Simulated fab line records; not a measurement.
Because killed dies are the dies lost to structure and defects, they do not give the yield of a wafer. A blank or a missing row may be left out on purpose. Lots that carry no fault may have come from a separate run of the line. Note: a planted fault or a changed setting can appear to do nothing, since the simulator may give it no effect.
Matching of chambers + flow n5_finfet + N5_BEOL_M7_CURE_74 on uv_cure-02 has 3 sister chambers
The step cures SiCOH lowk, time 240 s. 20 wafers are shown with their chamber, then 10 later ones without.

## WAFERS, EACH WITH ITS CHAMBER
| wafer  | chamber | wafer_temp_C_max | lamp_power_pct (%) |
|--------|---------|------------------|--------------------|
| L074.1 | 1       | 386.5            | 52.36              |
| L074.2 | 1       | 386.5            | 52.28              |
| L074.6 | 1       | 386.0            | 52.39              |
| L077.2 | 1       | 386.2            | 52.37              |
| L077.3 | 1       | 385.9            | 52.39              |
| L077.5 | 1       | 387.0            | 52.32              |
| L079.1 | 0       | 386.3            | 52.36              |
| L079.3 | 0       | 386.7            | 52.25              |
| L079.4 | 0       | 386.4            | 52.33              |
| L080.3 | 0       | 386.4            | 52.31              |
| L080.4 | 0       | 386.8            | 52.32              |
| L080.5 | 0       | 386.4            | 52.32              |
| L084.4 | 2       | 387.0            | 52.28              |
| L084.5 | 2       | 387.6            | 52.47              |
| L084.6 | 2       | 386.8            | 52.40              |
| L085.1 | 2       | 387.0            | 52.25              |
| L085.2 | 2       | 386.5            | 52.33              |
| L085.6 | 2       | 386.9            | 52.33              |
| L086.2 | 1       | 386.5            | 52.28              |
| L086.3 | 1       | 386.3            | 52.24              |

SIGNATURES (averages over the wafers above)
| reading          | chamber 0 | chamber 1 | chamber 2 | scatter within a chamber |
|------------------|-----------|-----------|-----------|--------------------------|
| wafer_temp_C_max | 386.500   | 386.363   | 386.967   | 0.315                    |
| lamp_power_pct   | 52.3150   | 52.3287   | 52.3433   | 0.0603                   |
Rule: for each reading, subtract the chamber's mean from the wafer's reading, divide by that reading's scatter and square the result; add these up over the readings and take the root, which gives the wafer's distance from the chamber. The wafer belongs to the nearest chamber; if the next one is less than 2 further off, it can't be placed. How the scatter is found: for the shown wafers, subtract from each reading the mean of its chamber, square and add these, divide the total by (wafers less chambers), then take the root.

## WAFERS MISSING THEIR CHAMBER
| wafer  | wafer_temp_C_max | lamp_power_pct (%) |
|--------|------------------|--------------------|
| L086.4 | 386.7            | 52.25              |
| L091.2 | 386.2            | 52.25              |
| L091.4 | 386.3            | 52.33              |
| L091.5 | 385.8            | 52.24              |
| L092.1 | 387.1            | 52.30              |
| L092.2 | 387.0            | 52.29              |
| L092.3 | 387.8            | 52.42              |
| L094.2 | 386.9            | 52.37              |
| L094.3 | 386.2            | 52.27              |
| L094.4 | 386.4            | 52.33              |

## WHICH CHAMBER EACH ONE RAN IN
| wafer  | from the rows above          | in truth |
|--------|------------------------------|----------|
| L086.4 | can't be placed: 0 or 1 or 2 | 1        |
| L091.2 | can't be placed: 1 or 0 or 2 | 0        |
| L091.4 | can't be placed: 1 or 0 or 2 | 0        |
| L091.5 | can't be placed: 1 or 0 or 2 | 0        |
| L092.1 | can't be placed: 2 or 0 or 1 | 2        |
| L092.2 | can't be placed: 2 or 0 or 1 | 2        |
| L092.3 | can't be placed: 2 or 0 or 1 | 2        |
| L094.2 | can't be placed: 2 or 0 or 1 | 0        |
| L094.3 | can't be placed: 1 or 0 or 2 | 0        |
| L094.4 | can't be placed: 1 or 0 or 2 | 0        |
Placed correctly: 0 of 10. These rows do not allow placing 10 (true chamber among the candidates in 10). Placed wrongly: 0.
